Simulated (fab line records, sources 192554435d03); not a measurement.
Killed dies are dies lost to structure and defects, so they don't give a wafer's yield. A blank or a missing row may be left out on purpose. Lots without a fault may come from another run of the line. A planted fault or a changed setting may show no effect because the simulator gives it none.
Which tool did it? | flow n5_finfet | 24 lots, 72 wafers sampled, at 5 steps of a route of 1938

WHAT THE GAUGES READ, wafer by wafer
N5_ILD0_THK_MEAS_08. Usual: thk_nm 139.0 nm, standard deviation 1.2.
lot  | measured    | on            | thk_nm (nm)       | flag
L074 | day 3 14:01 | film_metro-01 | 137.9 137.7 136.7 |
L075 | day 3 19:46 | film_metro-02 | 139.1 140.3 139.6 |
L076 | day 4 02:01 | film_metro-02 | 137.9 139.3 137.2 |
L077 | day 4 07:31 | film_metro-02 | 138.6 140.2 141.4 |
L078 | day 4 13:23 | film_metro-01 | 137.8 138.4 138.6 |
L079 | day 4 18:56 | film_metro-02 | 138.0 139.5 139.8 |
L080 | day 5 07:11 | film_metro-01 | 138.9 137.3 139.5 |
L081 | day 5 07:17 | film_metro-02 | 139.0 138.9 138.5 |
L082 | day 5 17:50 | film_metro-02 | 139.2 140.6 141.6 |
L083 | day 5 22:23 | film_metro-02 | 138.6 139.7 139.3 |
L084 | day 6 07:18 | film_metro-02 | 139.8 139.4 139.3 |
L085 | day 6 10:20 | film_metro-01 | 138.5 138.7 140.3 |
L086 | day 6 17:26 | film_metro-02 | 137.3 140.2 138.2 |
L087 | day 6 21:02 | film_metro-02 | 138.1 136.7 136.9 |
L088 | day 7 00:43 | film_metro-02 | 138.3 137.4 137.4 |
L089 | day 7 10:55 | film_metro-01 | 139.7 139.0 138.6 |
L090 | day 7 14:52 | film_metro-02 | 140.9 141.4 139.7 |
L091 | day 7 18:54 | film_metro-01 | 140.0 138.3 141.3 |
L092 | day 8 00:47 | film_metro-02 | 137.9 137.6 139.5 |
L093 | day 8 07:43 | film_metro-01 | 137.9 138.9 138.5 |
L094 | day 8 14:49 | film_metro-01 | 140.2 138.0 138.9 |
L095 | day 8 20:47 | film_metro-01 | 140.9 141.0 139.8 |
L096 | day 9 02:21 | film_metro-01 | 140.5 139.6 139.6 |
L097 | day 9 10:59 | film_metro-01 | 139.6 140.7 138.2 |

N5_ILD0_THK_MEAS_13. Usual: thk_nm 17.7 nm, standard deviation 1.2.
lot  | measured    | on            | thk_nm (nm)    | flag
L074 | day 3 17:44 | film_metro-02 | 17.1 16.2 17.6 |
L075 | day 3 22:58 | film_metro-02 | 17.0 19.1 17.5 |
L076 | day 4 05:14 | film_metro-01 | 19.1 17.8 17.5 |
L077 | day 4 10:43 | film_metro-02 | 20.3 18.0 18.4 |
L078 | day 4 16:45 | film_metro-02 | 16.9 17.8 16.3 |
L079 | day 4 22:46 | film_metro-02 | 18.8 16.8 19.4 |
L080 | day 5 10:23 | film_metro-01 | 15.6 15.8 16.3 |
L081 | day 5 10:53 | film_metro-01 | 16.4 16.4 16.0 |
L082 | day 5 21:02 | film_metro-02 | 19.5 20.3 18.3 |
L083 | day 6 01:36 | film_metro-01 | 19.2 18.0 17.9 |
L084 | day 6 10:31 | film_metro-02 | 16.1 17.0 18.3 |
L085 | day 6 13:33 | film_metro-01 | 19.3 16.7 18.1 |
L086 | day 6 20:56 | film_metro-02 | 18.1 17.7 18.2 |
L087 | day 7 00:14 | film_metro-02 | 17.2 17.8 18.6 |
L088 | day 7 03:56 | film_metro-02 | 20.3 18.7 21.0 |
L089 | day 7 14:07 | film_metro-01 | 16.2 18.0 18.3 |
L090 | day 7 18:05 | film_metro-02 | 17.8 19.9 19.1 |
L091 | day 7 22:07 | film_metro-02 | 17.0 19.0 19.6 |
L092 | day 8 04:00 | film_metro-02 | 17.8 18.0 16.6 |
L093 | day 8 10:55 | film_metro-01 | 18.0 17.6 18.3 |
L094 | day 8 18:05 | film_metro-01 | 18.2 18.7 16.4 |
L095 | day 9 00:34 | film_metro-02 | 19.0 16.4 17.9 |
L096 | day 9 05:56 | film_metro-02 | 17.5 17.5 17.3 |
L097 | day 9 14:12 | film_metro-02 | 16.4 17.1 15.8 |

N5_ILD0_INSPECT_06: inspects for defects (darkfield). Usual: raw_defect_count 36, standard deviation 16.
lot  | measured    | on                | raw_defect_count | flag
L074 | day 3 17:46 | defect_inspect-01 | 44 53 27         |
L075 | day 3 23:00 | defect_inspect-01 | 33 24 22         |
L076 | day 4 05:16 | defect_inspect-01 | 31 23 30         |
L077 | day 4 10:45 | defect_inspect-01 | 24 17 14         |
L078 | day 4 16:47 | defect_inspect-01 | 22 45 57         |
L079 | day 4 22:48 | defect_inspect-01 | 38 54 38         |
L080 | day 5 10:26 | defect_inspect-01 | 37 36 30         |
L081 | day 5 10:55 | defect_inspect-02 | 23 27 25         |
L082 | day 5 21:04 | defect_inspect-01 | 35 60 21         |
L083 | day 6 01:38 | defect_inspect-02 | 36 52 44         |
L084 | day 6 10:32 | defect_inspect-02 | 31 29 21         |
L085 | day 6 13:35 | defect_inspect-02 | 36 36 25         |
L086 | day 6 20:58 | defect_inspect-02 | 76 47 61         |
L087 | day 7 00:16 | defect_inspect-02 | 25 40 45         |
L088 | day 7 03:58 | defect_inspect-02 | 22 30 26         |
L089 | day 7 14:08 | defect_inspect-01 | 33 37 61         |
L090 | day 7 18:07 | defect_inspect-02 | 21 21 30         |
L091 | day 7 22:08 | defect_inspect-02 | 29 25 30         |
L092 | day 8 04:02 | defect_inspect-02 | 111 102 39       |
L093 | day 8 10:57 | defect_inspect-02 | 53 24 19         |
L094 | day 8 18:07 | defect_inspect-02 | 29 25 45         |
L095 | day 9 00:36 | defect_inspect-02 | 49 27 42         |
L096 | day 9 05:58 | defect_inspect-01 | 21 32 37         |
L097 | day 9 14:14 | defect_inspect-02 | 27 31 20         |

N5_SDB_OVL_MEAS_12. Usual: SDB_OVL 0.3 nm, standard deviation 0.66.
lot  | measured    | on         | SDB_OVL (nm)   | flag
L074 | day 3 18:19 | overlay-02 | 0.6 -0.4 -0.3  |
L075 | day 3 23:23 | overlay-02 | -0.2 0.6 0.0   |
L076 | day 4 05:47 | overlay-01 | 0.0 -0.8 0.4   |
L077 | day 4 11:16 | overlay-01 | 0.2 0.7 1.2    |
L078 | day 4 17:10 | overlay-01 | 1.4 0.6 0.7    |
L079 | day 4 23:19 | overlay-02 | 0.0 -0.5 0.8   |
L080 | day 5 10:57 | overlay-02 | 0.3 -0.7 0.3   |
L081 | day 5 11:26 | overlay-02 | 0.0 -0.3 -1.0  |
L082 | day 5 21:28 | overlay-01 | -0.6 0.0 -0.3  |
L083 | day 6 02:01 | overlay-02 | 0.5 0.3 -1.0   |
L084 | day 6 11:04 | overlay-01 | 1.0 0.6 1.3    |
L085 | day 6 14:05 | overlay-01 | 0.4 1.3 1.3    |
L086 | day 6 21:21 | overlay-02 | -0.1 0.9 1.1   |
L087 | day 7 00:47 | overlay-01 | 0.9 -0.1 0.0   |
L088 | day 7 04:29 | overlay-02 | -0.4 -0.2 -0.3 |
L089 | day 7 14:32 | overlay-02 | 1.2 0.4 1.0    |
L090 | day 7 18:38 | overlay-02 | 1.2 1.1 1.2    |
L091 | day 7 22:39 | overlay-01 | 0.5 -0.4 -0.6  |
L092 | day 8 04:25 | overlay-01 | 1.0 0.6 0.2    |
L093 | day 8 11:28 | overlay-02 | -0.7 0.1 -0.1  |
L094 | day 8 18:30 | overlay-01 | 0.6 0.9 1.1    |
L095 | day 9 01:07 | overlay-02 | -0.3 0.3 0.3   |
L096 | day 9 06:21 | overlay-02 | -0.8 -0.2 0.1  |
L097 | day 9 14:37 | overlay-01 | 0.8 0.4 0.1    |

N5_SDB_INSPECT_13: inspects for defects (brightfield). Usual: raw_defect_count 74, standard deviation 32.
lot  | measured    | on                | raw_defect_count | flag
L074 | day 3 18:20 | defect_inspect-01 | 51 90 136        |
L075 | day 3 23:25 | defect_inspect-01 | 37 54 44         |
L076 | day 4 05:49 | defect_inspect-01 | 55 45 83         |
L077 | day 4 11:17 | defect_inspect-01 | 63 39 66         |
L078 | day 4 17:12 | defect_inspect-01 | 79 31 65         |
L079 | day 4 23:20 | defect_inspect-01 | 59 59 139        |
L080 | day 5 10:58 | defect_inspect-02 | 81 95 78         |
L081 | day 5 11:27 | defect_inspect-02 | 33 25 20         |
L082 | day 5 21:29 | defect_inspect-02 | 154 56 56        |
L083 | day 6 02:02 | defect_inspect-02 | 164 77 90        |
L084 | day 6 11:05 | defect_inspect-01 | 66 27 46         |
L085 | day 6 14:07 | defect_inspect-02 | 44 77 35         |
L086 | day 6 21:22 | defect_inspect-01 | 43 72 43         |
L087 | day 7 00:49 | defect_inspect-02 | 55 57 73         |
L088 | day 7 04:30 | defect_inspect-02 | 140 135 96       |
L089 | day 7 14:34 | defect_inspect-01 | 45 70 61         |
L090 | day 7 18:40 | defect_inspect-02 | 55 149 103       |
L091 | day 7 22:41 | defect_inspect-01 | 70 101 54        |
L092 | day 8 04:26 | defect_inspect-01 | 60 72 50         |
L093 | day 8 11:29 | defect_inspect-01 | 44 69 86         |
L094 | day 8 18:32 | defect_inspect-02 | 111 84 194       |
L095 | day 9 01:08 | defect_inspect-01 | 49 137 73        |
L096 | day 9 06:22 | defect_inspect-02 | 90 55 91         |
L097 | day 9 14:38 | defect_inspect-01 | 93 131 50        |

WHICH TOOL RAN EACH LOT (tool, then ch and the chambers of the sampled wafers, then the start)
The record holds no process step before these readings.

WHAT THE TOOLS THEMSELVES READ (means of the sampled wafers that have a number; where no wafer has one, the mark that the record gives instead)
The record holds no such reading with a usual standard deviation.

THE ANSWER, worked out from the rows above alone
Rule: a lot is off if the mean of its wafers that have a number lies more than 3 standard deviations from the usual mean. A lot without any number at a reading at which 4 lots or more have one is off too. The other lots that the step has rows for count as sound. The gauges are gone through in route order, then the tools' own readings, and for those a lot's mean is taken as printed above. The first step at which some lot is off is used, and at that step the reading that is off furthest; a lot without a number counts as furthest.
No lot is off at any reading shown: from this, nothing can be told.

WHAT THE SIMULATOR HAD PUT IN
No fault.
